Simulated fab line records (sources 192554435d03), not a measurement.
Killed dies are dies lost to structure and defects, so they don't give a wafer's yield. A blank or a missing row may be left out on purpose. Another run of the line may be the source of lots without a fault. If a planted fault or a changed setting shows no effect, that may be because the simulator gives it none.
Lot-split experiment ; flow n5_finfet ; 39 wafers read across 7 lots, on a route 1938 steps long

SPLIT DETAILS
At N5_BEOL_M7_TRENCH_ETCH_37 (etches SiCOH lowk in C4F6/O2, target depth 93.478 nm, time 31.2 s), the setting target_depth_a was moved away from the recipe's 934.78 angstrom on 12 of the 39 wafers read, by -32.0% to +44.1%. For the rest of the wafers, this setting stayed at what the recipe calls for.

FROM THE SPLIT TO THE READING: what the file shows between them, 8 steps
- N5_BEOL_M7_ETCH_41: etches SiCN in CH3F/O2, target depth 31.9 nm, time 57.8 s
- N5_BEOL_M7_STRIP_80: strips in N2/H2, time 10 s
- N5_BEOL_M7_OCD_MEAS_38
- N5_BEOL_M7_HM_STRIP_39: strips TiN in peroxide tin strip, target depth 25 nm, time 158 s
- N5_BEOL_M7_SRD_40: time 30 s
- N5_BEOL_M7_ECD_50: material Cu, target thk 300 nm
- N5_BEOL_M7_ANNEAL_51: time 90 s
- N5_BEOL_M7_CMP_52: polishes, stops on SiCOH lowk, t overpolish 6.9 s, target thk 80 nm

THE READING
M7_THK, in nm, at N5_BEOL_M7_THK_MEAS_53 (measures by xrf). Typical for fault-free wafers on this fab line: 79.8 nm, with standard deviation 1.4 nm.

wafer;tool, chamber at the split;target_depth_a as run, angstrom;against the recipe;M7_THK, nm;against lot-mates on the recipe
L078.1;rie_diel-02, 1;1283;+37.3%;114.6;+34.7
L078.2;rie_diel-02, 0;1283;+37.3%;115.7;+35.8
L078.3;rie_diel-02, 2;934.78;recipe;79.4;-
L078.4;rie_diel-02, 3;934.78;recipe;79.1;-
L078.5;rie_diel-02, 3;934.78;recipe;81.1;-
L078.6;rie_diel-02, 2;1283;+37.3%;112.7;+32.8
L080.1;rie_diel-02, 1;934.78;recipe;79.8;-
L080.2;rie_diel-02, 3;635.8;-32.0%;49.8;-29.6
L080.3;rie_diel-02, 2;934.78;recipe;78.9;-
L080.4;rie_diel-02, 0;934.78;recipe;79.6;-
L080.5;rie_diel-02, 0;635.8;-32.0%;48.8;-30.6
L080.6;rie_diel-02, 3;635.8;-32.0%;50.2;-29.2
L082.1;rie_diel-01, 1;934.78;recipe;80.3;-
L082.2;rie_diel-01, 2;934.78;recipe;80.4;-
L082.3;rie_diel-01, 0;934.78;recipe;82.7;-
L082.4;rie_diel-01, 1;934.78;recipe;80.8;-
L082.5;rie_diel-01, 0;934.78;recipe;80.6;-
L082.6;rie_diel-01, 2;934.78;recipe;79.7;-
L086.1;rie_diel-02, 0;716.8;-23.3%;59.5;-21.4
L086.2;rie_diel-02, 1;716.8;-23.3%;58.0;-22.9
L086.3;rie_diel-02, 2;716.8;-23.3%;57.9;-23.0
L086.4;rie_diel-02, 3;934.78;recipe;80.7;-
L086.5;rie_diel-02, 0;934.78;recipe;80.2;-
L086.6;rie_diel-02, 3;934.78;recipe;81.8;-
L085.1;rie_diel-01, 2;1347;+44.1%;118.4;+41.0
L085.2;rie_diel-01, 3;1347;+44.1%;122.8;+45.4
L085.3;rie_diel-01, 1;934.78;recipe;77.1;-
L085.4;rie_diel-01, 0;934.78;recipe;78.0;-
L085.5;rie_diel-01, 3;1347;+44.1%;121.6;+44.2
L085.6;rie_diel-01, 2;934.78;recipe;77.0;-
L089.2;rie_diel-02, 1;934.78;recipe;79.0;-
L089.3;rie_diel-02, 3;934.78;recipe;79.6;-
L089.6;rie_diel-02, 0;934.78;recipe;79.9;-
L092.1;rie_diel-02, 2;934.78;recipe;79.5;-
L092.2;rie_diel-02, 0;934.78;recipe;80.5;-
L092.3;rie_diel-02, 3;934.78;recipe;80.3;-
L092.4;rie_diel-02, 1;934.78;recipe;79.4;-
L092.5;rie_diel-02, 1;934.78;recipe;79.7;-
L092.6;rie_diel-02, 2;934.78;recipe;78.7;-

THE FIT
A straight line over all 39 wafers: M7_THK changes by +0.932 nm for each +1% of target_depth_a; r = +1.00; the points scatter about the line by 1.3 nm.
The same after taking each lot's own level away (the mean of its wafers on the recipe; 39 wafers): +0.955 nm for each +1%; r = +1.00; scatter 1.1 nm.
The reading moves by 42 nm for the largest change in target_depth_a, on that fit.
From 77.37 to 80.90 nm: that is the span of the lots' own levels, equal to 2.5 times the standard deviation above.
The two slopes are in agreement: the lot-to-lot level therefore moves the slope only a little.
Check: for one of the wafers moved furthest among these (+44.1%), held out of the fit, the line's prediction against its lot-mates is +42.4 nm. It came out at +41 nm against them.

THE WHOLE CHAIN: every reading that the file lists as answering this split, in the file's order
step;what it does;reading;change (the file's fit);r (the file's)
N5_BEOL_M7_TRENCH_ETCH_37;etches SiCOH lowk in C4F6/O2, target depth 93.478 nm, time 31.2 s;etch.depth_nm (the simulator's own value, which no gauge read);+0.96 nm for each +1% of the setting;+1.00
N5_BEOL_M7_TRENCH_ETCH_37;etches SiCOH lowk in C4F6/O2, target depth 93.478 nm, time 31.2 s;BEOL_M7.feature_depth_nm (the simulator's own value, which no gauge read);+0.959 nm for each +1% of the setting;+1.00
N5_BEOL_M7_TRENCH_ETCH_37;etches SiCOH lowk in C4F6/O2, target depth 93.478 nm, time 31.2 s;TiN_of_BEOL_M7_HM_DEP_02.thk_nm (the simulator's own value, which no gauge read);-0.0273 nm for each +1% of the setting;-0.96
N5_BEOL_M7_OCD_MEAS_38;;trench_depth_nm;+0.952 nm for each +1% of the setting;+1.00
N5_BEOL_M7_CMP_52;polishes, stops on SiCOH lowk, t overpolish 6.9 s, target thk 80 nm;Cu_of_BEOL_M7_ECD_50.thk_nm (the simulator's own value, which no gauge read);+0.956 nm for each +1% of the setting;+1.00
N5_BEOL_M7_THK_MEAS_53;measures by xrf;M7_THK;+0.956 for each +1% of the setting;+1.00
N5_BEOL_M7_RS_MEAS_57;measures by four-point-probe;M7_RS;not straight: 0.508 at the lowest setting, 0.286 at the recipe, 0.178 at the highest;not given

THE FILE'S OWN FIT
M7_THK changes by +0.956 nm for each +1% of target_depth_a, r = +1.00.
